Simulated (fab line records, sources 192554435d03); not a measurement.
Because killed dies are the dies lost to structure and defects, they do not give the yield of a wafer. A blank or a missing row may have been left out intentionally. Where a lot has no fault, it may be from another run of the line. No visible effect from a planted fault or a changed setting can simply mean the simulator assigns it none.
What tool caused it?	flow n5-finfet	15 lots with 37 wafers sampled at 6 steps, on a route of 1938 steps

WHAT THE GAUGES READ, wafer by wafer
N5_SD_EPI_N_CD_MEAS_09 targets a cd of 120 nm.
lot	measured	on	cd-nm (nm)
L606	day 3 02:59	cd-sem-01	120.0 121.1 120.6
L607	day 3 11:43	cd-sem-03	120.0 119.9 118.7
L608	day 3 11:57	cd-sem-03	120.4 120.1
L609	day 3 23:25	cd-sem-02	120.2 120.4 120.3
L610	day 3 23:35	cd-sem-03	120.0 120.1
L611	day 4 09:10	cd-sem-02	120.5 121.4 120.5
L612	day 4 22:13	cd-sem-01	121.0 120.4
L616	day 5 15:27	cd-sem-01	120.9 95.4 119.8
L617	day 5 22:22	cd-sem-02	96.3 96.6
L619	day 6 10:29	cd-sem-01	120.3 96.5
L622	day 6 23:58	cd-sem-03	118.6 119.2
L624	day 7 13:14	cd-sem-02	121.7 121.3
L625	day 7 18:43	cd-sem-03	119.9 119.8 119.2
L628	day 8 17:35	cd-sem-02	119.3 120.8 120.1
L629	day 8 19:53	cd-sem-01	120.1 119.5

N5_BEOL_M4_RC_MEAS_101.
lot	measured	on	DIBL_N (mV/V)	DIBL_P (mV/V)	IOFF_N (nA/um)	IOFF_P (nA/um)	ION_N (uA/um)	ION_P (uA/um)	SS_N (mV/dec)	SS_P (mV/dec)	VT_N (mV)	VT_P (mV)
L606	day 7 17:58	prober-02	32.5 34.3 35.5	34.3 35.3 36.1	0.114 0.124 0.148	0.16 0.17 0.19	661 671 671	455 459 457	71.2 71.5 72.2	72.2 72.8 73.0	252 251 248	-255 -252 -252
L607	day 8 00:58	prober-02	38.5 36.1 36.6	37.8 35.7 36.2	0.187 0.158 0.158	0.21 0.18 0.18	682 674 679	458 456 460	71.5 71.3 71.3	73.8 73.2 73.7	246 247 248	-252 -253 -253
L608	day 8 07:28	prober-01	36.3 35.4	36.5 36.5	0.166 0.161	0.22 0.21	681 682	471 468	72.3 72.3	73.6 72.4	250 246	-249 -252
L609	day 8 16:44	prober-02	38.1 34.3 36.9	37.9 32.5 36.6	0.190 0.127 0.170	0.24 0.17 0.22	682 680 688	470 463 466	71.2 70.5 71.9	73.5 72.5 73.9	248 251 250	-252 -256 -253
L610	day 9 01:26	prober-01	38.3 36.6	36.7 35.7	0.177 0.146	0.25 0.21	682 673	462 465	72.0 71.5	73.4 73.1	245 249	-245 -248
L611	day 9 01:55	prober-02	34.2 35.6 36.1	33.5 35.0 34.7	0.128 0.146 0.155	0.19 0.22 0.21	673 661 667	464 457 461	71.0 71.8 71.4	72.3 72.8 72.6	250 252 251	-252 -249 -248
L612	day 9 12:20	prober-01	36.3 37.5	37.5 37.5	0.164 0.196	0.21 0.22	691 695	468 465	72.1 72.2	73.4 74.0	250 247	-250 -251
L616	day 10 11:14	prober-02	32.8 35.2	32.7 36.2	0.098 0.135	0.14 0.18	642 683	443 463	70.1 70.9	72.1 72.6	258 252	-257 -253
L619	day 11 10:50	prober-02	36.5	35.3	0.171	0.25	693	481	72.3	73.4	246	-245
L622	day 11 15:56	prober-01	40.2 36.7	41.1 37.4	0.209 0.144	0.23 0.17	693 678	466 462	72.1 70.8	74.6 72.9	249 253	-250 -254
L624	day 12 08:28	prober-01	37.2 37.4	37.6 36.7	0.184 0.170	0.22 0.21	696 676	467 463	72.2 71.3	74.1 73.6	248 248	-251 -248
L625	day 12 16:44	prober-02	34.3 35.0 38.6	33.0 33.9 39.0	0.118 0.126 0.200	0.17 0.17 0.26	655 660 683	451 457 467	70.8 71.0 71.6	72.6 72.8 74.1	254 254 245	-255 -253 -248
L628	day 13 15:16	prober-01	32.7 35.5 33.7	32.4 37.1 34.0	0.120 0.155 0.130	0.14 0.19 0.16	667 666 675	453 458 455	71.0 71.5 70.1	72.6 73.3 72.8	255 254 254	-255 -253 -254
L629	day 14 08:32	prober-01	36.5 41.0	35.5 40.2	0.142 0.249	0.22 0.32	667 689	466 478	71.1 72.7	72.7 74.6	250 242	-247 -245

TOOL THAT RAN EACH LOT (tool first, then ch and the chambers of the sampled wafers, then the start)
lot	N5_DUMMY_GATE_ETCH_31	N5_DUMMY_GATE_ETCH_42	N5_DUMMY_GATE_STRIP_48	N5_SD_EPI_N_PEB_07
L606	rie-diel-06 ch 0,2,3, day 3 00:57	rie-diel-06 ch 0,2, day 3 01:27	rie-diel-06 ch 0,2, day 3 01:30	litho-track-03 ch 0, day 3 02:55
L607	rie-diel-04 ch 1,2,3, day 3 10:07	rie-diel-03 ch 1,3, day 3 10:37	rie-diel-03 ch 1,3, day 3 10:40	litho-track-02 ch 0, day 3 11:40
L608	rie-diel-03 ch 2, day 3 10:09	rie-diel-03 ch 2, day 3 10:43	rie-diel-03 ch 2, day 3 10:46	litho-track-02 ch 0, day 3 11:53
L609	rie-diel-06 ch 1,2,3, day 3 21:41	rie-diel-06 ch 0,2,3, day 3 22:11	rie-diel-06 ch 0,2,3, day 3 22:14	litho-track-02 ch 0, day 3 23:21
L610	rie-diel-03 ch 0, day 3 21:43	rie-diel-03 ch 0,3, day 3 22:13	rie-diel-03 ch 0,3, day 3 22:17	litho-track-03 ch 0, day 3 23:31
L611	rie-diel-03 ch 1,2,3, day 4 07:26	rie-diel-04 ch 0,1,3, day 4 07:55	rie-diel-04 ch 0,1,3, day 4 07:58	litho-track-03 ch 0, day 4 09:06
L612	rie-diel-03 ch 1,3, day 4 19:27	rie-diel-04 ch 0,1, day 4 20:03	rie-diel-04 ch 0,1, day 4 20:05	litho-track-03 ch 0, day 4 22:10
L616	rie-diel-06 ch 2,3, day 5 13:49	rie-diel-04 ch 0,1, day 5 14:19	rie-diel-04 ch 0,1, day 5 14:22	litho-track-02 ch 0, day 5 15:23
L617	rie-diel-04 ch 2, day 5 20:34	rie-diel-04 ch 1,3, day 5 21:07	rie-diel-04 ch 1,3, day 5 21:10	litho-track-02 ch 0, day 5 22:18
L619	rie-diel-06 ch 0,3, day 6 08:52	rie-diel-03 ch 1,3, day 6 09:22	rie-diel-03 ch 1,3, day 6 09:25	litho-track-02 ch 0, day 6 10:25
L622	rie-diel-03 ch 1,3, day 6 22:14	rie-diel-03 ch 1,2, day 6 22:44	rie-diel-03 ch 1,2, day 6 22:47	litho-track-01 ch 0, day 6 23:53
L624	rie-diel-03 ch 1,2, day 7 11:22	rie-diel-06 ch 1,2, day 7 12:03	rie-diel-06 ch 1,2, day 7 12:06	litho-track-03 ch 0, day 7 13:11
L625	rie-diel-06 ch 1,2,3, day 7 17:07	rie-diel-03 ch 0,1,2, day 7 17:38	rie-diel-03 ch 0,1,2, day 7 17:41	litho-track-01 ch 0, day 7 18:40
L628	rie-diel-06 ch 0,1,2, day 8 14:05	rie-diel-03 ch 1,2,3, day 8 14:34	rie-diel-03 ch 1,2,3, day 8 14:37	litho-track-03 ch 0, day 8 17:31
L629	rie-diel-06 ch 3, day 8 17:34	rie-diel-06 ch 2,3, day 8 18:03	rie-diel-06 ch 2,3, day 8 18:06	litho-track-02 ch 0, day 8 19:50
- N5_DUMMY_GATE_ETCH_31: etches SiO2 in C4F6/O2, target depth 82.5 nm, time 27.5 s.
- N5_DUMMY_GATE_ETCH_42: etches SiO2 in CHF3/O2, target depth 3.5 nm, time 31 s.
- N5_DUMMY_GATE_STRIP_48: strips in N2/H2, time 20 s.
- N5_SD_EPI_N_PEB_07: peb time 60 s.

WHAT THE TOOLS THEMSELVES READ (means of the sampled wafers that have a number; where no wafer has one, the mark that the record gives instead)
N5_DUMMY_GATE_ETCH_31.
lot	tool	drypump-motor-current-A (A)	oes_f_703_au (a.u.)	oes-product-au (a.u.)	rf-vpp-V (V)	showerhead-plenum-p-Torr (Torr)	throttle-valve-pct (%)
L606	rie-diel-06	5.8	0.73	0.72	671	2.88	21.12
L607	rie-diel-04	5.2	0.71	0.71	659	2.87	21.17
L608	rie-diel-03	5.1	0.73	0.72	680	2.73	21.29
L609	rie-diel-06	6.1	0.75	0.73	660	2.87	21.08
L610	rie-diel-03	5.9	0.69	0.69	650	2.70	21.15
L611	rie-diel-03	5.6	0.72	0.72	666	2.79	21.30
L612	rie-diel-03	5.8	0.72	0.73	658	2.82	21.31
L616	rie-diel-06	5.7	0.73	0.71	664	2.83	21.03
L617	rie-diel-04	5.4	0.98	0.96	654	3.04	21.04
L619	rie-diel-06	6.0	0.86	0.87	674	2.90	21.01
L622	rie-diel-03	5.8	0.84	0.85	664	2.99	21.16
L624	rie-diel-03	5.2	0.73	0.72	680	2.83	21.23
L625	rie-diel-06	6.1	0.81	0.80	661	2.86	21.00
L628	rie-diel-06	6.1	0.84	0.85	667	2.88	21.00
L629	rie-diel-06	6.0	0.78	0.77	663	2.86	21.04

N5_DUMMY_GATE_ETCH_42.
lot	tool	drypump-motor-current-A (A)	oes_f_703_au (a.u.)	oes-product-au (a.u.)	rf-vpp-V (V)	showerhead-plenum-p-Torr (Torr)	throttle-valve-pct (%)
L606	rie-diel-06	5.8	0.68	0.67	42.8	2.45	18.87
L607	rie-diel-03	5.7	0.74	0.74	42.7	2.43	18.89
L608	rie-diel-03	5.1	0.72	0.72	43.8	2.31	18.92
L609	rie-diel-06	5.8	0.73	0.72	43.1	2.43	18.76
L610	rie-diel-03	6.1	0.69	0.69	41.4	2.29	18.98
L611	rie-diel-04	5.5	0.77	0.78	42.4	2.48	18.76
L612	rie-diel-04	5.6	0.81	0.82	43.2	2.48	18.71
L616	rie-diel-04	5.8	0.83	0.84	42.9	2.46	18.76
L617	rie-diel-04	5.0	0.82	0.84	42.0	2.49	18.53
L619	rie-diel-03	5.8	0.85	0.86	42.6	2.53	18.77
L622	rie-diel-03	5.2	0.72	0.73	43.3	2.40	18.87
L624	rie-diel-06	6.2	0.83	0.82	42.0	2.42	18.61
L625	rie-diel-03	5.5	0.81	0.82	43.1	2.45	18.77
L628	rie-diel-03	5.6	0.79	0.78	43.0	2.45	18.87
L629	rie-diel-06	5.7	0.84	0.84	43.0	2.40	18.50

N5_DUMMY_GATE_STRIP_48.
lot	tool	bias-power-w (W)	drypump-motor-current-A (A)	oes-product-au (a.u.)	rf-vpp-V (V)	showerhead-plenum-p-Torr (Torr)	temp-c (C)	throttle-valve-pct (%)
L606	rie-diel-06	3.009	5.8	0.68	46.4	3.44	39.98	12.41
L607	rie-diel-03	3.004	5.7	0.74	46.0	3.43	40.01	12.48
L608	rie-diel-03	2.990	5.1	0.73	45.2	3.22	40.22	12.29
L609	rie-diel-06	3.005	5.8	0.71	45.6	3.41	40.00	12.28
L610	rie-diel-03	3.002	6.1	0.68	45.3	3.20	39.96	12.47
L611	rie-diel-04	3.001	5.6	0.79	46.1	3.47	39.95	12.20
L612	rie-diel-04	3.006	5.6	0.83	46.0	3.46	40.05	12.13
L616	rie-diel-04	2.998	5.8	0.85	45.5	3.45	39.93	12.12
L617	rie-diel-04	2.998	5.1	0.83	46.2	3.47	39.89	11.96
L619	rie-diel-03	2.999	5.8	0.88	46.2	3.56	40.03	12.24
L622	rie-diel-03	3.010	5.2	0.72	45.6	3.37	39.94	12.41
L624	rie-diel-06	3.006	6.2	0.81	46.5	3.42	39.92	12.12
L625	rie-diel-03	2.998	5.5	0.82	45.2	3.43	39.97	12.21
L628	rie-diel-03	3.003	5.6	0.78	45.0	3.44	40.14	12.32
L629	rie-diel-06	2.993	5.8	0.84	45.1	3.37	40.06	11.93

N5_SD_EPI_N_PEB_07.
lot	tool	heater-power-total-W (W)
L606	litho-track-03	174.7
L607	litho-track-02	173.6
L608	litho-track-02	175.4
L609	litho-track-02	173.8
L610	litho-track-03	173.5
L611	litho-track-03	176.1
L612	litho-track-03	173.9
L616	litho-track-02	202.3
L617	litho-track-02	255.8
L619	litho-track-02	217.1
L622	litho-track-01	176.2
L624	litho-track-03	174.2
L625	litho-track-01	174.5
L628	litho-track-03	175.6
L629	litho-track-02	176.1

THE ANSWER, worked out from the rows above alone
Rule: the lots themselves supply what counts as usual. Put in order of their means at a reading, lots are off if they are a third of the lots or fewer, leave a main group of 4 or more, and stand apart from it by a gap of 3 or more times the standard deviation of the main group's means; of several such gaps the widest counts. A main group is skipped when, at the precision printed for the reading in the tables above, its means are all equal. A lot without any number at a reading at which 4 lots or more have one is off too. Where the step has rows for the other lots, those lots are counted as sound. Order of review: gauges by route order, followed by the tools' own readings, for which a lot's mean as printed above is used. At the first step where some lot is off, the reading lying furthest off is the one used; lots without a number count as furthest.
Off at N5_SD_EPI_N_CD_MEAS_09 (cd-nm): L616, L617, L619. The main group: mean 120.2 nm, standard deviation 0.65.
If a tool, at a process step before that reading, ran all the lots that are off and no sound lot after the first of them, it fits. The gauges at N5_SD_EPI_N_CD_MEAS_09 aren't tried: what is off there is off at N5_SD_EPI_N_PEB_07 too, on other tools, and a gauge's error can't cause that. No candidate that was tried fits.

WHAT HAD BEEN PUT IN BY THE SIMULATOR
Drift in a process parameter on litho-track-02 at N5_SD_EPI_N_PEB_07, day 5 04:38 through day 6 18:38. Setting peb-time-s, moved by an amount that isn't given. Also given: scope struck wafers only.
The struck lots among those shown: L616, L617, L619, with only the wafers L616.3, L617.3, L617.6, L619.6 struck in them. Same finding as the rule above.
